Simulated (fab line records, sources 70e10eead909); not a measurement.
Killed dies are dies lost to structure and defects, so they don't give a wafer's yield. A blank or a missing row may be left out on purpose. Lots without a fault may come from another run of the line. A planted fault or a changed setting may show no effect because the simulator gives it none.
One fault seen from 2 desks | flow nand_harc | each desk has only its own numbers; what lay behind them comes last

THE TOOL OWNER'S DESK: rie_diel-09
The tool's own readings at NHARC_A_SGD_CUT_ETCH_16 (etches the open film in C4F8/O2/Ar, target depth 310.5 nm, time 155.2 s): means of the sampled wafers that have a number, for each lot that ran on this tool. A lot is out of limits, marked OUT, if its mean lies more than 4 standard deviations from the usual mean; the brackets give that distance.
Columns: A = oes_product_au at NHARC_A_SGD_CUT_ETCH_16, usual 0.968 a.u.; B = rf_vpp_V at NHARC_A_SGD_CUT_ETCH_16, usual 722 V
lot  | first seen here | A                | B
L879 | day 20 01:59    | 0.980            | 720
L884 | day 22 04:04    | 0.979            | 717
L890 | day 25 04:28    | 0.883 (-5.0) OUT | 722
L900 | day 28 19:14    | 0.980            | 718
This desk's finding: out of limits on L890; first on L890, day 25 04:28 (oes_product_au at NHARC_A_SGD_CUT_ETCH_16). In limits: L879, L884, L900.

THE DEFECT DESK
What the inspections along the route counted, lot by lot: means of the sampled wafers that have a number. A lot is out of limits, marked OUT, if its mean lies more than 4 standard deviations from the usual mean; the brackets give that distance.
Columns: A = raw_defect_count at NHARC_A_SGD_CUT_INSPECT_11, usual 53
lot  | first seen here | A
L878 | day 20 00:53    | 62
L879 | day 20 01:21    | 19
L880 | day 20 12:29    | 16
L881 | day 20 12:39    | 99
L884 | day 22 03:25    | 52
L888 | day 24 00:55    | 85
L890 | day 25 03:49    | 66
L892 | day 25 13:31    | 58
L896 | day 27 08:25    | 58
L895 | day 27 08:36    | 26
L899 | day 28 03:26    | 52
L900 | day 28 18:35    | 3
This desk's finding: nothing out of limits on any of the 12 lots.

PUT TOGETHER
The tool owner's desk could have raised an alarm at day 25 04:28, on L890.
The defect desk saw nothing out of limits.
The defect desk has L890 on record, within its limits.
Of the lots named, all ran NHARC_A_SGD_CUT_ETCH_16 on rie_diel-09.

WHAT THE SIMULATOR HAD PUT IN
Process parameter drift: rie_diel-09, from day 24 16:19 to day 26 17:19, at NHARC_A_SGD_CUT_ETCH_16. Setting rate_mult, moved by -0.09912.
Lots struck among those shown: L890.
Hours from the fault's start to each desk's first reading out of limits: the tool owner's desk, 12.
